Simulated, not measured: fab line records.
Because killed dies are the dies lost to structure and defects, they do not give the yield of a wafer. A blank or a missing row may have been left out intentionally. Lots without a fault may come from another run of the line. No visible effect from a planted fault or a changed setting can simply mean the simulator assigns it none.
Which tool is to blame?    flow n5_finfet    9 lots with 27 wafers sampled at 6 steps, on a route of 1938 steps

WHAT THE GAUGES READ, wafer by wafer
N5_MOL_CONTACT_COAG_INSPECT_97: inspects for defects (darkfield).
lot   measured      on                 raw_defect_count
L607  day 5 18:36   defect_inspect-02  27 41 74
L610  day 6 08:45   defect_inspect-01  64 52 39
L612  day 6 23:33   defect_inspect-02  49 24 49
L614  day 7 17:24   defect_inspect-02  32 39 30
L618  day 8 10:45   defect_inspect-02  40 22 29
L620  day 9 00:32   defect_inspect-02  42 47 31
L624  day 9 19:33   defect_inspect-02  55 26 41
L628  day 10 21:35  defect_inspect-01  48 49 58
L629  day 11 01:23  defect_inspect-01  27 39 45

N5_BEOL_M0_SAQP_THK_MEAS_05.
lot   measured      on             thk_nm (nm)
L607  day 5 19:35   film_metro-01  59.3 60.0 60.3
L610  day 6 10:05   film_metro-02  58.8 58.9 59.6
L612  day 7 03:46   film_metro-01  59.7 59.7 60.4
L614  day 7 20:11   film_metro-02  59.1 59.6 61.1
L618  day 8 14:02   film_metro-01  59.6 59.7 61.2
L620  day 9 02:41   film_metro-02  59.1 59.5 59.6
L624  day 9 21:10   film_metro-01  57.7 58.5 58.2
L628  day 11 01:17  film_metro-02  58.3 58.5 60.2
L629  day 11 02:18  film_metro-02  59.5 61.2 60.8

N5_BEOL_M4_RC_MEAS_101.
lot   measured      on         DIBL_N (mV/V)   DIBL_P (mV/V)   IOFF_N (nA/um)  IOFF_P (nA/um)  ION_N (uA/um)  ION_P (uA/um)  SS_N (mV/dec)   SS_P (mV/dec)   VT_N (mV)    VT_P (mV)
L607  day 8 19:52   prober-01  35.5 37.5 36.2  34.9 37.1 35.7  0.16 0.19 0.16  0.21 0.25 0.21  679 686 690    461 467 466    71.2 71.8 71.1  73.1 72.9 73.1  246 245 247  -249 -244 -245
L610  day 9 05:13   prober-01  34.9 35.7 32.1  33.1 34.4 30.7  0.12 0.13 0.10  0.15 0.16 0.13  653 665 645    449 455 447    71.0 71.1 70.5  72.1 72.6 72.0  254 255 255  -257 -255 -255
L612  day 10 21:26  prober-02  33.6 36.5 37.0  33.0 35.9 37.0  0.12 0.16 0.17  0.16 0.20 0.21  654 667 657    458 456 452    70.5 71.6 71.3  72.4 73.9 74.4  253 250 249  -254 -252 -250
L614  day 10 19:06  prober-02  39.0 38.3 37.9  39.6 36.4 38.0  0.23 0.20 0.19  0.31 0.22 0.25  690 682 688    478 459 473    72.3 71.7 71.8  73.2 72.7 73.6  242 248 246  -245 -250 -247
L618  day 11 22:47  prober-01  35.2 40.4 34.9  34.2 39.5 35.6  0.15 0.26 0.14  0.18 0.29 0.21  670 674 678    458 458 480    70.6 72.3 70.3  72.4 73.7 72.1  249 245 250  -252 -247 -248
L620  day 12 23:21  prober-01  39.0 34.7 41.0  37.3 34.8 40.3  0.23 0.14 0.31  0.27 0.23 0.33  668 682 682    461 480 470    73.2 70.9 72.9  73.8 73.4 75.1  247 251 242  -244 -248 -243
L624  day 14 01:32  prober-01  41.5 37.3 36.6  43.1 37.8 36.4  0.26 0.15 0.14  0.28 0.19 0.17  693 673 672    473 458 455    73.3 71.5 71.4  75.2 74.0 73.0  244 253 254  -251 -255 -256
L628  day 15 01:47  prober-02  38.5 41.7 36.9  38.1 40.6 34.9  0.20 0.28 0.16  0.25 0.31 0.20  698 685 680    472 470 465    72.2 72.6 71.7  73.8 74.5 73.5  244 242 250  -247 -245 -251
L629  day 14 21:04  prober-01  36.3 36.0 35.1  35.6 34.3 33.1  0.14 0.12 0.12  0.21 0.19 0.18  661 661 654    463 462 457    71.8 70.5 70.5  72.3 72.2 72.3  252 254 254  -248 -251 -250

WHICH TOOL RAN EACH LOT (tool, then ch and the chambers of the sampled wafers, then the start)
lot   N5_BEOL_M0_SAQP_PECVD_03         N5_BEOL_M0_SAQP_PECVD_96         N5_BEOL_M0_ETCH_128
L607  pecvd-02 ch 0,1,2, day 5 19:23   pecvd-02 ch 0,1,2, day 5 19:25   rie_diel-04 ch 0,1,3, day 6 08:43
L610  pecvd-02 ch 0,1,2, day 6 09:52   pecvd-02 ch 0,1,2, day 6 09:54   rie_diel-01 ch 0,2,3, day 6 19:37
L612  pecvd-04 ch 0,1, day 7 03:34     pecvd-04 ch 0,1, day 7 03:35     rie_diel-04 ch 0,1,3, day 7 12:43
L614  pecvd-04 ch 0,2, day 7 19:59     pecvd-04 ch 0,2, day 7 20:01     rie_diel-03 ch 0,1,2, day 8 05:20
L618  pecvd-02 ch 0,1, day 8 13:50     pecvd-02 ch 0,1, day 8 13:52     rie_diel-01 ch 0,1,2, day 8 22:58
L620  pecvd-04 ch 0,2, day 9 02:29     pecvd-04 ch 0,2, day 9 02:31     rie_diel-04 ch 0,3, day 9 13:00
L624  pecvd-04 ch 0,1,2, day 9 20:58   pecvd-04 ch 0,1,2, day 9 20:59   rie_diel-03 ch 0,2,3, day 10 04:08
L628  pecvd-02 ch 0,1,2, day 11 01:04  pecvd-02 ch 0,1,2, day 11 01:06  rie_diel-03 ch 2,3, day 11 08:52
L629  pecvd-01 ch 0,1,2, day 11 02:05  pecvd-01 ch 0,1,2, day 11 02:07  rie_diel-03 ch 0,1,3, day 11 09:08
- N5_BEOL_M0_SAQP_PECVD_03: deposits SiCN from 3MS/NH3, target thk 12 nm, time 21.1 s.
- N5_BEOL_M0_SAQP_PECVD_96: deposits a-Si from SiH4/He, target thk 45 nm, time 45.2 s.
- N5_BEOL_M0_ETCH_128: etches SiCN in CF4/N2, target depth 12 nm, overetch 5.1 nm, time 21.4 s.

WHAT THE TOOLS THEMSELVES READ (means of the sampled wafers that have a number; where no wafer has one, the mark that the record gives instead)
N5_BEOL_M0_SAQP_PECVD_03.
lot   tool      run_length_s (s)  showerhead_plenum_p_Torr (Torr)  throttle_valve_pct (%)
L607  pecvd-02  50.9              3.664                            9.1
L610  pecvd-02  50.8              3.659                            9.1
L612  pecvd-04  51.2              3.635                            9.1
L614  pecvd-04  51.1              3.639                            9.2
L618  pecvd-02  50.7              3.659                            9.1
L620  pecvd-04  51.0              3.641                            9.1
L624  pecvd-04  51.1              3.648                            9.2
L628  pecvd-02  53.1              3.660                            8.9
L629  pecvd-01  50.7              3.672                            9.3

N5_BEOL_M0_SAQP_PECVD_96.
lot   tool      heater_power_w (W)  run_length_s (s)  showerhead_plenum_p_Torr (Torr)  throttle_valve_pct (%)
L607  pecvd-02  579                 80.6              5.65                             18.2
L610  pecvd-02  566                 80.9              5.65                             18.1
L612  pecvd-04  622                 80.5              5.55                             18.5
L614  pecvd-04  616                 81.2              5.57                             18.5
L618  pecvd-02  536                 81.1              5.64                             18.2
L620  pecvd-04  638                 80.9              5.57                             18.3
L624  pecvd-04  603                 81.3              5.60                             18.6
L628  pecvd-02  631                 80.9              5.64                             17.9
L629  pecvd-01  680                 80.8              5.68                             18.5

N5_BEOL_M0_ETCH_128.
lot   tool         drypump_motor_current_A (A)  oes_product_au (a.u.)  rf_vpp_V (V)  showerhead_plenum_p_Torr (Torr)  throttle_valve_pct (%)
L607  rie_diel-04  5.55                         0.50                   380.7         2.17                             15.40
L610  rie_diel-01  5.46                         0.55                   382.3         2.18                             15.37
L612  rie_diel-04  5.55                         0.51                   381.0         2.17                             15.44
L614  rie_diel-03  5.54                         0.59                   384.0         2.29                             15.29
L618  rie_diel-01  5.57                         0.49                   380.5         2.15                             15.49
L620  rie_diel-04  5.43                         0.50                   381.5         2.18                             15.44
L624  rie_diel-03  5.39                         0.60                   383.8         2.28                             15.18
L628  rie_diel-03  5.10                         0.63                   384.0         2.30                             15.40
L629  rie_diel-03  5.70                         0.61                   382.8         2.24                             15.19

THE ANSWER, worked out from the rows above alone
Rule: what is usual is taken from the lots themselves. Put in order of their means at a reading, lots are off if they are a third of the lots or fewer, leave a main group of 4 or more, and stand apart from it by a gap of 3 or more times the standard deviation of the main group's means; of several such gaps the widest counts. If all means in a main group match to the digits the tables above print for the reading, that group is not used. Also off: a lot with no number at a reading for which 4 or more lots have one. All remaining lots with rows at the step are treated as sound. First the gauges in route order, then the tools' own readings, where a lot's mean is used as printed above. At the first step where some lot is off, the reading lying furthest off is the one used; lots without a number count as furthest.
Off, at N5_BEOL_M0_SAQP_PECVD_03 on run_length_s: L628. Main group: mean 50.9 s, sd 0.18.
If a tool, at that step or one of the process steps before it, ran each lot that is off and ran no sound lot following the first of them, it fits. One fits: pecvd-02 at N5_BEOL_M0_SAQP_PECVD_03. A fault onset in the window from L618 (day 8 13:50, its last sound lot) to L628 (day 11 01:04, its first lot off) fits.
On the lots that are off, the tool's own readings at N5_BEOL_M0_SAQP_PECVD_03 differ by more than 5 times the standard deviation of the sound lots' means, which bears it out; run_length_s reads 53.1 s there versus 50.9 s on the sound lots.

WHAT THE SIMULATOR HAD PUT IN
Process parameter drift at N5_BEOL_M0_SAQP_PECVD_03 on pecvd-02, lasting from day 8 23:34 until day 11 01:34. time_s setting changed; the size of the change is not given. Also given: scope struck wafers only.
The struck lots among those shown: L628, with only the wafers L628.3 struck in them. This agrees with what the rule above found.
